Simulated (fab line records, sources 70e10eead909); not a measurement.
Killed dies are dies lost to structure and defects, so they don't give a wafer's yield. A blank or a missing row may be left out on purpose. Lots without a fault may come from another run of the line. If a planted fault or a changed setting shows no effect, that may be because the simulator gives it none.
fab line records ; flow nand-harc
[record] lots = 6; wafers = 18; last-day = 33
route steps=1302 shown A_CHANNEL_HOLE_D1@467 A_CHANNEL_FILL_D1@490 END@1302
lots with no fault: from the same line, run without faults
start-h: start of the lot's first displayed wafer, in hours after the record's first day ; wait-h: hours elapsed since this lot's preceding step ; " repeats the value in the row above ; L1.1+2: one row covering several wafers at once ; - either no value or no given start ; * or withheld: withheld ; < > ~ a bound
route shown NAME@n: NAME is a module with steps in the file, n the number in the route of the first one ; usual: mean/standard deviation of fault-free wafers ; same: alike in all rows ; chamber/n: place in a boat ; sites: each site's reading ; _std_site: standard deviation of those values ; _edge_site: mean of outer sites minus mean of inner sites ; radius-mm: for every site, how far away it sits from the centre of the wafer ; mask NAME#n: copy n ; behind: the tool/chamber that last shaped the wafer ; hold: reason for holding the lot/hours on hold/outcome of the hold ; device: the n, p or np transistor that did not switch ; end of line: the tests these same wafers got at the end of their route ; a step with no rows: only its recipe ; killed: count of dies lost to structure and defects at first sort (not the wafer's yield) ; map: a wafer's dies, x killed, . not, _ none there
set.NAME: the setting the step ran with; set.NAME@STEP: the setting that earlier step ran with ; model.NAME: the simulator's own value behind a step, which no gauge read
certain route steps with their lots: each step a table, each wafer a row
services: when a tool's chamber went out of use (start-h, in hours from the record's first day, below 0 if earlier), for how many hours, and the reason
[[steps]]
[step NHARC_A_CHANNEL_HOLE_D1_ETCH_39]
[recipe] target-depth-a = 2600; over-etch-frac = 0.3; time-s = 325; ion-energy-ev = 200; n2-flow-sccm = 150; h2-flow-sccm = 150; ar-flow-sccm = 0; rf-w = 400; bias-w = 150; chemistry = N2/H2
[usual] bias-w = 150.0/0.45; drypump-motor-current-A = 5.6/0.38; oes-product-au = 1.005/0.0099; rf-vpp-V = 429.0/2; showerhead-plenum-p-Torr = 1.98/0.066; throttle-valve-pct = 14.173/0.0095
lot.wafer;tool;chamber;start-h;wait-h;bias-w;drypump-motor-current-A;oes-product-au;rf-hours-counter-h;rf-vpp-V;showerhead-plenum-p-Torr;throttle-valve-pct
L315.1;rie-diel-09;2;-;-;150.3;5.1;0.992;5;428.5;2.03;14.171
L315.6;rie-diel-09;3;-;-;150.1;5.7;1.013;-;426.5;1.92;14.175
L315.5;rie-diel-09;0;-;-;150.6;6.0;1.016;-;427.4;1.92;14.159
L317.1;rie-diel-09;0;-;-;149.8;6.0;1.019;8;426.6;1.92;14.156
L317.4;rie-diel-09;1;-;-;149.3;5.1;1.009;8;430.2;2.03;14.174
L317.3;rie-diel-09;3;-;-;150.4;5.7;1.023;6;427.5;1.92;14.167
L319.2;rie-diel-09;3;-;-;149.7;5.7;1.009;7;426.9;1.92;14.181
L319.3;rie-diel-09;1;-;-;150.4;5.1;1.008;9;429.4;2.03;14.153
L319.5;rie-diel-09;0;-;-;150.0;5.9;1.008;-;428.0;1.92;14.164
L330.1;rie-diel-09;3;-;-;149.4;5.7;1.004;6;427.5;1.92;14.185
L330.4;rie-diel-09;0;-;-;150.0;6.0;1.019;5;426.8;1.91;14.196
L330.5;rie-diel-09;2;-;-;148.6;5.1;1.005;-;430.6;2.03;14.162
L333.4;rie-diel-09;0;-;-;150.5;6.0;1.016;8;426.3;1.91;14.165
L333.2;rie-diel-09;2;-;-;150.3;5.1;0.997;7;430.4;2.03;14.179
L333.5;rie-diel-09;0;-;-;150.7;6.0;1.011;-;427.4;1.91;14.172
L334.1;rie-diel-09;2;-;-;149.4;5.1;0.990;8;431.3;2.03;14.169
L334.3;rie-diel-09;3;-;-;150.0;5.7;1.006;9;428.2;1.92;14.175
L334.6;rie-diel-09;1;-;-;150.1;5.1;0.986;-;429.5;2.03;14.186
[step NHARC_A_CHANNEL_HOLE_D1_ETCH_34]
[recipe] target-depth-a = 1540; time-s = 77; cf4-flow-sccm = 100; chf3-flow-sccm = 30; ar-flow-sccm = 0; rf-w = 500; bias-w = 200; chemistry = CF4/CHF3
[step NHARC_A_CHANNEL_HOLE_D1_ETCH_16]
[recipe] target-depth-a = 31000; over-etch-frac = 0.3; time-s = 806; ion-energy-ev = 150; o2-flow-sccm = 400; cos-flow-sccm = 20; ar-flow-sccm = 0; rf-w = 500; bias-w = 300; chemistry = O2/COS
[step NHARC_A_CHANNEL_HOLE_D1_CD_MEAS_18]
[usual] cd-nm = 100.2/2.4
lot.wafer;tool;chamber;start-h;wait-h;cd-nm
L315.1;cd-sem-01;-;211.50;-;103.0
L315.5;cd-sem-01;-;211.50;-;103.7
L315.6;cd-sem-01;-;211.50;-;103.0
L317.1;cd-sem-03;-;241.18;-;99.3
L317.3;cd-sem-03;-;241.18;-;98.4
L317.4;cd-sem-03;-;241.18;-;100.6
L319.2;cd-sem-02;-;260.06;-;103.7
L319.3;cd-sem-02;-;260.06;-;99.6
L319.5;cd-sem-02;-;260.06;-;100.7
L330.1;cd-sem-02;-;373.75;-;102.1
L330.4;cd-sem-02;-;373.75;-;101.0
L330.5;cd-sem-02;-;373.75;-;104.2
L333.2;cd-sem-02;-;400.11;-;97.4
L333.4;cd-sem-02;-;400.11;-;98.3
L333.5;cd-sem-02;-;400.11;-;98.2
L334.1;cd-sem-02;-;410.89;-;99.0
L334.3;cd-sem-02;-;410.89;-;101.5
L334.6;cd-sem-02;-;410.89;-;101.4
[step NHARC_A_CHANNEL_HOLE_D1_ETCH_19]
[recipe] bias-v = 1200; source-w = 2500; pressure-mtorr = 15; time-s = 34.5; ar-flow-sccm = 375; c4f8-flow-sccm = 28.8; o2-flow-sccm = 96.2; temp-c = -20; target-depth-a = *; chemistry = C4F8/O2/Ar
[step NHARC_A_CHANNEL_HOLE_D1_ETCH_20]
[recipe] bias-v = 3000; source-w = withheld; pressure-mtorr = 20; time-s = 361.9; ar-flow-sccm = 375; c4f8-flow-sccm = 89.3; o2-flow-sccm = 35.7; temp-c = -20; target-depth-a = 16000; chemistry = C4F8/O2/Ar
[usual] drypump-motor-current-A = 6.1/0.45; showerhead-plenum-p-Torr = 3.65/0.11; throttle-valve-pct = 32.154/0.0093
lot.wafer;tool;chamber;start-h;wait-h;drypump-motor-current-A;rf-hours-counter-h;showerhead-plenum-p-Torr;throttle-valve-pct
L315.1;har-etch-02;1;211.69;0.1;5.7;314;3.76;32.151
L315.6;har-etch-02;1;211.69;0.1;5.7;-;3.76;32.136
L315.5;har-etch-02;0;211.69;0.1;5.6;-;3.76;32.158
L317.1;har-etch-02;1;241.43;0.1;5.7;329;3.75;32.143
L317.4;har-etch-02;0;241.43;0.1;5.6;-;3.75;32.157
L317.3;har-etch-02;1;241.43;0.1;5.7;-;3.75;32.152
L319.2;har-etch-02;0;260.46;0.3;5.6;-;3.74;32.154
L319.3;har-etch-02;0;260.46;0.3;5.6;-;3.74;32.149
L319.5;har-etch-02;0;260.46;0.3;5.6;-;3.74;32.163
L330.1;har-etch-01;1;373.99;0.1;6.6;199;3.67;32.156
L330.4;har-etch-01;1;373.99;0.1;6.6;-;3.67;32.133
L330.5;har-etch-01;1;373.99;0.1;6.6;-;3.67;32.148
L333.2;har-etch-02;1;402.08;0.1;5.7;8;3.71;32.151
L333.4;har-etch-02;0;402.08;0.1;5.6;-;3.70;32.148
L333.5;har-etch-02;1;402.08;0.1;5.7;-;3.71;32.150
L334.1;har-etch-02;0;415.64;0.1;5.6;15;3.70;32.156
L334.3;har-etch-02;1;415.64;0.1;5.7;-;3.70;32.152
L334.6;har-etch-02;0;415.64;0.1;5.6;-;3.70;32.155
[step NHARC_A_CHANNEL_HOLE_D1_ETCH_21]
[recipe] bias-v = 3000; source-w = withheld; pressure-mtorr = 20; time-s = 514.3; ar-flow-sccm = 375; c4f8-flow-sccm = 89.3; o2-flow-sccm = 35.7; temp-c = -20; target-depth-a = 16000; chemistry = C4F8/O2/Ar
[step NHARC_A_CHANNEL_HOLE_D1_ETCH_22]
[recipe] bias-v = 3000; source-w = withheld; pressure-mtorr = 20; time-s = 666.7; ar-flow-sccm = 375; c4f8-flow-sccm = 89.3; o2-flow-sccm = 35.7; temp-c = -20; target-depth-a = 16000; chemistry = C4F8/O2/Ar
[step NHARC_A_CHANNEL_HOLE_D1_ETCH_23]
[recipe] bias-v = 5000; source-w = withheld; pressure-mtorr = 20; time-s = 819; ar-flow-sccm = 375; c4f8-flow-sccm = 89.3; o2-flow-sccm = 35.7; temp-c = -20; target-depth-a = 16000; chemistry = C4F8/O2/Ar
[step NHARC_A_CHANNEL_HOLE_D1_ETCH_24]
[recipe] bias-v = 5000; source-w = withheld; pressure-mtorr = 20; time-s = 906.2; ar-flow-sccm = 375; c4f8-flow-sccm = 93.8; o2-flow-sccm = 31.2; temp-c = -20; target-depth-a = 15000; chemistry = C4F8/O2/Ar
[usual] drypump-motor-current-A = 6.1/0.45; showerhead-plenum-p-Torr = 3.65/0.11; throttle-valve-pct = 32.235/0.0094
lot.wafer;tool;chamber;start-h;wait-h;drypump-motor-current-A;rf-hours-counter-h;showerhead-plenum-p-Torr;throttle-valve-pct
L315.1;har-etch-02;1;213.70;0.6;5.7;316;3.75;32.237
L315.6;har-etch-02;1;213.70;0.6;5.7;-;3.75;32.232
L315.5;har-etch-02;0;213.70;0.6;5.6;-;3.75;32.214
L317.1;har-etch-02;1;243.54;0.6;5.7;331;3.74;32.236
L317.4;har-etch-02;0;243.54;0.6;5.6;-;3.74;32.239
L317.3;har-etch-02;1;243.54;0.6;5.6;-;3.74;32.227
L319.2;har-etch-02;0;264.65;1.2;5.6;-;3.74;32.252
L319.3;har-etch-02;0;264.65;1.2;5.6;-;3.74;32.250
L319.5;har-etch-02;0;264.65;1.2;5.6;-;3.74;32.237
L330.1;har-etch-01;1;376.09;0.6;6.5;201;3.67;32.242
L330.4;har-etch-01;1;376.09;0.6;6.5;-;3.67;32.247
L330.5;har-etch-01;1;376.09;0.6;6.6;-;3.67;32.234
L333.2;har-etch-02;1;409.30;0.6;5.7;10;3.70;32.236
L333.4;har-etch-02;0;409.30;0.6;5.6;-;3.69;32.242
L333.5;har-etch-02;1;409.30;0.6;5.7;-;3.70;32.245
L334.1;har-etch-02;0;417.64;0.6;5.6;17;3.69;32.236
L334.3;har-etch-02;1;417.64;0.6;5.7;-;3.70;32.233
L334.6;har-etch-02;0;417.64;0.6;5.6;-;3.69;32.238
[step NHARC_A_CHANNEL_HOLE_D1_ETCH_25]
[recipe] bias-v = 5000; source-w = withheld; pressure-mtorr = 20; time-s = 1040.2; ar-flow-sccm = 375; c4f8-flow-sccm = 93.8; o2-flow-sccm = 31.2; temp-c = -20; target-depth-a = 15000; chemistry = C4F8/O2/Ar
[step NHARC_A_CHANNEL_HOLE_D1_ETCH_26]
[recipe] bias-v = 300; source-w = 2000; pressure-mtorr = 30; time-s = 224.1; ar-flow-sccm = 375; c4f8-flow-sccm = 11.4; o2-flow-sccm = 113.6; temp-c = -20; target-depth-a = 3000; chemistry = C4F8/O2/Ar
[usual] drypump-motor-current-A = 6.1/0.45; showerhead-plenum-p-Torr = 3.69/0.12; throttle-valve-pct = 24.583/0.0096
lot.wafer;tool;chamber;start-h;wait-h;drypump-motor-current-A;rf-hours-counter-h;showerhead-plenum-p-Torr;throttle-valve-pct
L315.1;har-etch-02;1;215.35;0.7;5.7;317;3.80;24.576
L315.6;har-etch-02;1;215.35;0.7;5.7;-;3.80;24.590
L315.5;har-etch-02;0;215.35;0.7;5.5;-;3.80;24.588
L317.1;har-etch-02;1;245.09;0.6;5.7;333;3.79;24.586
L317.4;har-etch-02;0;245.09;0.6;5.6;-;3.79;24.581
L317.3;har-etch-02;1;245.09;0.6;5.7;-;3.80;24.574
L319.2;har-etch-02;0;267.78;1.2;5.5;-;3.79;24.586
L319.3;har-etch-02;0;267.78;1.2;5.6;-;3.79;24.592
L319.5;har-etch-02;0;267.78;1.2;5.5;-;3.79;24.591
L330.1;har-etch-01;1;377.65;0.6;6.6;203;3.72;24.577
L330.4;har-etch-01;1;377.65;0.6;6.6;-;3.72;24.579
L330.5;har-etch-01;1;377.65;0.6;6.6;-;3.72;24.587
L333.2;har-etch-02;1;410.96;0.7;5.7;11;3.75;24.596
L333.4;har-etch-02;0;410.96;0.7;5.6;-;3.74;24.590
L333.5;har-etch-02;1;410.96;0.7;5.7;-;3.75;24.583
L334.1;har-etch-02;0;419.27;0.7;5.6;19;3.74;24.563
L334.3;har-etch-02;1;419.27;0.7;5.7;-;3.75;24.585
L334.6;har-etch-02;0;419.27;0.7;5.6;-;3.74;24.582
[step NHARC_A_CHANNEL_HOLE_D1_ETCH_33]
[recipe] bias-v = 400; source-w = 2000; pressure-mtorr = 25; time-s = 90; ar-flow-sccm = 375; c4f8-flow-sccm = 41.7; o2-flow-sccm = 83.3; temp-c = -20; target-depth-a = 4000; chemistry = C4F8/O2/Ar
[usual] drypump-motor-current-A = 6.1/0.45; showerhead-plenum-p-Torr = 3.69/0.11; throttle-valve-pct = 27.620/0.0083
lot.wafer;tool;chamber;start-h;wait-h;drypump-motor-current-A;rf-hours-counter-h;showerhead-plenum-p-Torr;throttle-valve-pct
L315.1;har-etch-02;1;215.55;0.2;5.7;317;3.80;27.621
L315.6;har-etch-02;1;215.55;0.2;5.7;-;3.80;27.622
L315.5;har-etch-02;0;215.55;0.2;5.6;-;3.80;27.620
L317.1;har-etch-02;1;245.29;0.2;5.7;333;3.79;27.629
L317.4;har-etch-02;0;245.29;0.2;5.6;-;3.79;27.604
L317.3;har-etch-02;1;245.29;0.2;5.7;-;3.79;27.614
L319.2;har-etch-02;0;268.17;0.3;5.6;-;3.78;27.618
L319.3;har-etch-02;0;268.17;0.3;5.6;-;3.78;27.602
L319.5;har-etch-02;0;268.17;0.3;5.6;-;3.78;27.612
L330.1;har-etch-01;1;377.85;0.2;6.5;203;3.71;27.615
L330.4;har-etch-01;1;377.85;0.2;6.5;-;3.71;27.612
L330.5;har-etch-01;1;377.85;0.2;6.5;-;3.71;27.630
L333.2;har-etch-02;1;411.16;0.2;5.7;11;3.75;27.620
L333.4;har-etch-02;0;411.16;0.2;5.6;-;3.74;27.633
L333.5;har-etch-02;1;411.16;0.2;5.7;-;3.75;27.616
L334.1;har-etch-02;0;419.47;0.2;5.6;19;3.73;27.638
L334.3;har-etch-02;1;419.47;0.2;5.7;-;3.74;27.615
L334.6;har-etch-02;0;419.47;0.2;5.6;-;3.73;27.612
[step NHARC_A_CHANNEL_HOLE_D1_STRIP_41]
[recipe] n2-flow-sccm = 150; h2-flow-sccm = 150; ar-flow-sccm = 0; bias-w = 0; chemistry = N2/H2
[step NHARC_A_CHANNEL_HOLE_D1_STRIP_42]
[recipe] cf4-flow-sccm = 100; chf3-flow-sccm = 30; ar-flow-sccm = 0; bias-w = 0; chemistry = CF4/CHF3
[step NHARC_A_CHANNEL_HOLE_D1_STRIP_43]
[recipe] o2-flow-sccm = 400; cos-flow-sccm = 20; ar-flow-sccm = 0; bias-w = 0; chemistry = O2/COS
[step NHARC_A_CHANNEL_HOLE_D1_ETCH_44]
[recipe] target-depth-a = 1400; overetch-a = 140; time-s = 77; ion-energy-ev = 100; cf4-flow-sccm = 80; o2-flow-sccm = 20; ar-flow-sccm = 0; rf-w = 300; bias-w = 100; chemistry = CF4/O2
[step NHARC_A_CHANNEL_HOLE_D1_STRIP_27]
[recipe] o2-flow-sccm = 500; ar-flow-sccm = 0; bias-w = 0; chemistry = O2
[step NHARC_A_CHANNEL_HOLE_D1_PRECLEAN_28]
[recipe] time-s = *; temp-c = 50; bath-age-min = 0; chemistry = SC1
[step NHARC_A_CHANNEL_HOLE_D1_SRD_29]
[step NHARC_A_CHANNEL_HOLE_D1_CD_MEAS_30]
[usual] cd-nm = 89.8/1.1
lot.wafer;tool;chamber;start-h;wait-h;cd-nm
L315.1;cd-sem-02;-;217.08;-;89.7
L315.5;cd-sem-02;-;217.08;-;89.4
L315.6;cd-sem-02;-;217.08;-;87.7
L317.1;cd-sem-02;-;246.80;-;88.4
L317.3;cd-sem-02;-;246.80;-;88.0
L317.4;cd-sem-02;-;246.80;-;88.5
L319.2;cd-sem-02;-;269.84;-;89.9
L319.3;cd-sem-02;-;269.84;-;89.0
L319.5;cd-sem-02;-;269.84;-;89.0
L330.1;cd-sem-03;-;379.50;-;89.5
L330.4;cd-sem-03;-;379.50;-;88.7
L330.5;cd-sem-03;-;379.50;-;90.2
L333.2;cd-sem-02;-;412.71;-;89.4
L333.4;cd-sem-02;-;412.71;-;89.3
L333.5;cd-sem-02;-;412.71;-;89.6
L334.1;cd-sem-02;-;421.01;-;89.7
L334.3;cd-sem-02;-;421.01;-;91.0
L334.6;cd-sem-02;-;421.01;-;91.8
[step NHARC_A_CHANNEL_HOLE_D1_XSEM_31]
[recipe] landing-energy-ev = 35000
[usual] bot-cd-nm = 74.3/1.2; bow-nm = 8.7/0.32; tilt-deg = 0.07/0.038
lot.wafer;tool;chamber;start-h;wait-h;bot-cd-nm;bow-nm;tilt-deg
L315.1;xsem-02;0;217.18;0.1;73.9;9.2;0.04
L315.5;xsem-02;0;217.18;0.1;73.9;9.1;0.04
L315.6;xsem-02;0;217.18;0.1;72.6;9.2;0.04
L317.1;xsem-02;0;246.89;0.1;71.7;8.6;0.10
L317.3;xsem-02;0;246.89;0.1;72.0;8.7;0.10
L317.4;xsem-02;0;246.89;0.1;72.7;8.6;0.10
L319.2;xsem-02;0;269.94;0.1;74.8;8.8;0.01
L319.3;xsem-02;0;269.94;0.1;74.2;8.8;0.01
L319.5;xsem-02;0;269.94;0.1;74.2;8.8;0.01
L330.1;xsem-02;0;379.59;0.1;74.0;9.3;0.13
L330.4;xsem-02;0;379.59;0.1;72.8;9.3;0.13
L330.5;xsem-02;0;379.59;0.1;74.8;9.3;0.13
L333.2;xsem-01;0;412.79;0.1;73.7;8.9;0.11
L333.4;xsem-01;0;412.79;0.1;73.3;8.8;0.11
L333.5;xsem-01;0;412.79;0.1;74.2;8.8;0.11
L334.1;xsem-01;0;421.09;0.1;73.3;8.9;0.06
L334.3;xsem-01;0;421.09;0.1;75.1;8.8;0.06
L334.6;xsem-01;0;421.09;0.1;75.8;8.9;0.06
[step NHARC_A_CHANNEL_HOLE_D1_INSPECT_40]
[usual] raw-defect-count = 68/27
lot.wafer;tool;chamber;start-h;wait-h;raw-defect-count
L315.1;defect-inspect-01;-;217.27;-;78
L315.5;defect-inspect-01;-;217.27;-;100
L315.6;defect-inspect-01;-;217.27;-;68
L317.1;defect-inspect-01;-;246.99;-;730
L317.3;defect-inspect-01;-;246.99;-;725
L317.4;defect-inspect-01;-;246.99;-;742
L319.2;defect-inspect-01;-;270.03;-;685
L319.3;defect-inspect-01;-;270.03;-;755
L319.5;defect-inspect-01;-;270.03;-;698
L330.1;defect-inspect-02;-;379.69;-;68
L330.4;defect-inspect-02;-;379.69;-;51
L330.5;defect-inspect-02;-;379.69;-;56
L333.2;defect-inspect-02;-;412.89;-;52
L333.4;defect-inspect-02;-;412.89;-;58
L333.5;defect-inspect-02;-;412.89;-;50
L334.1;defect-inspect-02;-;421.19;-;55
L334.3;defect-inspect-02;-;421.19;-;56
L334.6;defect-inspect-02;-;421.19;-;36
[step NHARC_A_CHANNEL_FILL_D1_PRECLEAN_00]
[recipe] time-s = *; temp-c = 50; bath-age-min = 0; chemistry = SC1
[step NHARC_END_SORT_01]
[recipe] temp-c = 25
[usual] killed-at-array = 55/20; killed-at-other = 1.2/1.3; killed-at-periphery = 4.0/3; killed-dies = 60/21; killed-open = 3.2/1.9; killed-short = 2.5/1.6
[same] gross-dies = 677
lot.wafer;tool;chamber;start-h;wait-h;killed-at-array;killed-at-other;killed-at-periphery;killed-dies;killed-open;killed-short
L315.1;prober-01;0;591.38;2.5;88;0;2;90;2;3
L315.5;prober-01;0;594.56;3.7;113;0;3;116;3;3
L315.6;prober-01;0;595.36;4.0;105;0;4;109;2;5
L317.1;prober-01;0;622.95;2.5;133;0;3;136;1;2
L317.3;prober-01;0;624.55;3.1;128;1;2;131;3;1
L317.4;prober-01;0;625.35;3.4;118;0;4;122;1;1
L319.2;prober-01;0;631.51;2.8;96;0;5;101;0;2
L319.3;prober-01;0;632.31;3.1;113;3;3;119;6;4
L319.5;prober-01;0;633.92;3.7;111;2;6;119;2;2
L330.1;prober-01;0;762.97;2.5;81;0;9;90;4;1
L330.4;prober-01;0;765.35;3.4;44;0;5;49;1;3
L330.5;prober-01;0;766.15;3.7;44;3;6;53;4;1
L333.2;prober-02;0;777.47;2.8;37;1;2;40;4;1
L333.4;prober-02;0;779.06;3.4;43;2;2;47;2;3
L333.5;prober-02;0;779.86;3.7;37;1;2;40;3;1
// killed by level:class
L315.1 A_CHANNEL_HOLE_D2:chamber-film-flake=27 A_SLIT:chamber-film-flake=25 A_CHANNEL_HOLE_D1:chamber-film-flake=21 A_CONTACT:chamber-film-flake=8 A_CHANNEL_HOLE_D1:geometric-particle:short=1 A_CHANNEL_FILL_D1:geometric-particle:open=1 A_DECK1_JOINT:geometric-particle:short=1 A_ONON_D2:geometric-particle:open=1
L315.5 A_CHANNEL_HOLE_D1:chamber-film-flake=36 A_CHANNEL_HOLE_D2:chamber-film-flake=36 A_SLIT:chamber-film-flake=26 A_CONTACT:chamber-film-flake=7 A_CHANNEL_FILL_D2:chamber-film-flake=2 P_CONTACT:geometric-particle:open=1 A_SOURCE_PLATE:geometric-particle:open=1 A_CHANNEL_FILL_D1:geometric-particle:short=1
L315.6 A_CHANNEL_HOLE_D2:chamber-film-flake=34 A_SLIT:chamber-film-flake=31 A_CHANNEL_HOLE_D1:chamber-film-flake=24 A_CONTACT:chamber-film-flake=9 A_CHANNEL_FILL_D2:geometric-particle:open=2 P_STI:geometric-particle:short=1 P_CONTACT:geometric-particle:short=1 P_M0:geometric-particle:short=1
L317.1 A_CHANNEL_HOLE_D1:unspecified=88 A_CHANNEL_HOLE_D2:chamber-film-flake=33 A_CHANNEL_HOLE_D1:chamber-film-flake=5 P_M2:geometric-particle:short=1 A_CHANNEL_HOLE_D1:geometric-particle:short=1 A_SGD_CUT:geometric-particle:open=1 P_ZERO_WELL:chamber-film-flake=1 P_STI:chamber-film-flake=1
L317.3 A_CHANNEL_HOLE_D1:unspecified=80 A_CHANNEL_HOLE_D2:chamber-film-flake=30 A_CHANNEL_HOLE_D1:chamber-film-flake=9 A_M0:chamber-film-flake=4 P_ZERO_WELL:chamber-film-flake=2 A_CHANNEL_HOLE_D1:geometric-particle:open=1 A_CHANNEL_FILL_D1:geometric-particle:short=1 A_BLC:geometric-particle:open=1
L317.4 A_CHANNEL_HOLE_D1:unspecified=81 A_CHANNEL_HOLE_D2:chamber-film-flake=30 P_ZERO_WELL:chamber-film-flake=3 A_CHANNEL_HOLE_D1:chamber-film-flake=3 P_GATE:geometric-particle:short=1 A_WL_FILL:geometric-particle:open=1 A_CHANNEL_FILL_D2:chamber-film-flake=1 A_WL_FILL:chamber-film-flake=1
L319.2 A_CHANNEL_HOLE_D1:unspecified=70 A_CHANNEL_HOLE_D2:chamber-film-flake=11 A_CHANNEL_HOLE_D1:chamber-film-flake=9 A_CONTACT:chamber-film-flake=3 P_GATE:chamber-film-flake=2 A_SOURCE_PLATE:geometric-particle:short=1 A_CHANNEL_FILL_D1:geometric-particle:short=1 P_ZERO_WELL:chamber-film-flake=1
L319.3 A_CHANNEL_HOLE_D1:unspecified=81 A_CHANNEL_HOLE_D2:chamber-film-flake=11 A_CHANNEL_HOLE_D1:chamber-film-flake=5 A_CONTACT:chamber-film-flake=4 THIN_TSV:chamber-film-flake=3 P_M0:geometric-particle:open=2 A_M0:geometric-particle:open=2 A_STAIRCASE:chamber-film-flake=2
L319.5 A_CHANNEL_HOLE_D1:unspecified=77 A_CHANNEL_HOLE_D2:chamber-film-flake=9 A_CHANNEL_HOLE_D1:chamber-film-flake=7 A_CONTACT:chamber-film-flake=6 A_WL_FILL:chamber-film-flake=4 P_GATE:chamber-film-flake=3 P_BONDPAD:chamber-film-flake=2 A_CHANNEL_FILL_D1:chamber-film-flake=2
L330.1 A_SLIT:chamber-film-flake=33 A_CHANNEL_HOLE_D2:chamber-film-flake=25 A_CHANNEL_HOLE_D1:chamber-film-flake=11 P_GATE:chamber-film-flake=4 A_CONTACT:chamber-film-flake=4 P_STI:chamber-film-flake=2 P_GATE:geometric-particle:open=1 A_SOURCE_PLATE:geometric-particle:short=1
L330.4 A_SLIT:chamber-film-flake=13 A_CHANNEL_HOLE_D2:chamber-film-flake=9 A_CHANNEL_HOLE_D1:chamber-film-flake=7 A_CONTACT:chamber-film-flake=6 P_GATE:chamber-film-flake=3 A_STAIRCASE:chamber-film-flake=3 A_DECK1_JOINT:geometric-particle:short=1 A_ONON_D2:geometric-particle:short=1
L330.5 A_CHANNEL_HOLE_D2:chamber-film-flake=17 A_SLIT:chamber-film-flake=10 A_CHANNEL_HOLE_D1:chamber-film-flake=5 A_CONTACT:chamber-film-flake=5 P_GATE:chamber-film-flake=4 A_STAIRCASE:chamber-film-flake=4 THIN_TSV:chamber-film-flake=2 P_M0:geometric-particle:open=1
L333.2 A_CHANNEL_HOLE_D2:chamber-film-flake=23 A_SLIT:chamber-film-flake=7 A_ONON_D1:geometric-particle:open=1 P_M1:geometric-particle:open=1 A_CHANNEL_FILL_D1:geometric-particle:open=1 A_CHANNEL_FILL_D1:geometric-particle:short=1 A_BLC:geometric-particle:open=1 P_ZERO_WELL:chamber-film-flake=1
L333.4 A_CHANNEL_HOLE_D2:chamber-film-flake=25 A_SLIT:chamber-film-flake=13 P_M2:geometric-particle:open=1 A_ONON_D1:geometric-particle:open=1 A_SGD_CUT:geometric-particle:short=1 A_WL_FILL:geometric-particle:short=1 P_STI:chamber-film-flake=1 STARTING-WAFER:geometric-particle:short=1
L333.5 A_CHANNEL_HOLE_D2:chamber-film-flake=24 A_SLIT:chamber-film-flake=10 P_GATE:geometric-particle:open=1 P_CONTACT:geometric-particle:open=1 A_ONON_D1:geometric-particle:short=1 A_BLC:geometric-particle:open=1 A_CHANNEL_FILL_D1:chamber-film-flake=1 THIN_TSV:chamber-film-flake=1
// map L317.1 (x killed, . not)
____________.____________
_________......._________
_______..........._______
______..x..........______
_____..............._____
____....x............____
____.................____
___......x............___
___.....xx.xx.........___
__......xxxxxx......x..__
__......xxxxxxx......xx__
_......xxxxxxxx........._
_......xxxxxxxx.x.xxxxx._
_....xxxxxxxxxx.....xx.x_
_.....xxxxxxxxx....xxxx._
_.....xxxxxxxx.x....xxxx_
x.....xxxxxxxxx....xxxxx.
......xxxxxxxx.....xxx...
.......x.xxxxx.....xxxx..
..x....x.xxxxx......x....
.......x.x.xx............
_......................._
_.................x....._
_......................._
_......................._
_........x.............._
__.....................__
__.............x.......__
___...............x...___
___...................___
____.................____
____.................____
_____..............._____
______.............______
_______..........._______
_________......._________
____________.____________
// map L319.3 (x killed, . not)
____________.____________
_________......._________
_______..........._______
______.............______
_____..............._____
____.................____
____.................____
___..................x___
___..................x___
__...............x.xxx.__
__...............xxxxxx__
_......x..x......xxxxxxx_
_.x..............xxxxxxx_
_.xx............xxxxxxxx_
_...............xxxxxxxx_
_...............xxxxxxxx_
..x.............xxxxxxxxx
xxxx....x.......xxxxxxxxx
xx.x.............xxxxxxx.
x................xxxxxxx.
..................xxx....
_..........x......xx...._
_..........x....x...x..._
_..........x............_
_......................._
_...........x....x......_
__.........x...........__
__....................x__
___...................___
___x..................___
____.................____
____...x.............____
_____.x.x..........._____
______.xx......x...______
_______.....x....._______
_________......._________
____________.____________
[[services]]
tool;chamber;start-h;hours;kind
rie-diel-09;0;201.10;-;clean
rie-diel-09;1;201.10;-;clean
rie-diel-09;2;201.10;-;clean
rie-diel-09;3;201.10;-;clean
rie-diel-09;0;225.60;-;clean
rie-diel-09;1;225.60;-;clean
rie-diel-09;2;225.60;-;clean
rie-diel-09;3;225.60;-;clean
rie-diel-09;3;232.56;7.2;repair
rie-diel-09;0;250.10;-;clean
har-etch-02;1;257.74;-;consumable-replace:esc
har-etch-02;1;257.74;17.0;scheduled-down
har-etch-02;1;257.74;17.0;vent-cycle
rie-diel-09;-;320.10;9.0;pm
har-etch-01;-;362.35;4.3;repair
xsem-01;-;374.00;14.0;pm
har-etch-02;-;377.00;17.0;pm
har-etch-02;0;377.00;17.0;vent-cycle
har-etch-02;1;377.00;17.0;vent-cycle
har-etch-02;0;394.00;-;clean
har-etch-02;0;394.00;-;consumable-replace:focus-ring
har-etch-02;1;394.00;-;clean
har-etch-02;1;394.00;-;consumable-replace:focus-ring
xsem-02;-;410.70;7.6;repair
[[key]]
[first-sign] step = NHARC_A_CHANNEL_HOLE_D1_INSPECT_40; reading = raw-defect-count; direction = up; sigmas = 24; usual = 68; struck = 722
[effect] step = NHARC_END_SORT_01; reading = killed-at-array; direction = up; sigmas = 3; usual = 55; struck = 116
[more-kills-born-at] NHARC_A_CHANNEL_HOLE_D1_ETCH_33@har-etch-02 = 317
met-at NHARC_A_CHANNEL_HOLE_D1_ETCH_33
struck-wafers L317.1,L317.3,L317.4,L319.2,L319.3,L319.5
tester-left-out L317,L319
onset-between 215.55 245.29
[fault] kind = chamber-particle-source; tool = har-etch-02; chamber = -; onset-h = 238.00; steps = NHARC_A_CHANNEL_HOLE_D1_ETCH_33; rate-per-visit-cm2 = 0.96782; end-h = 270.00
// tester-left-out: of these lots the tester's yield and bins aren't shown, on N5 and GAA mostly nor the transistor test; their killed dies are dies lost to structure and defects alone, not to doping, threshold or leakage, so they don't give the yield
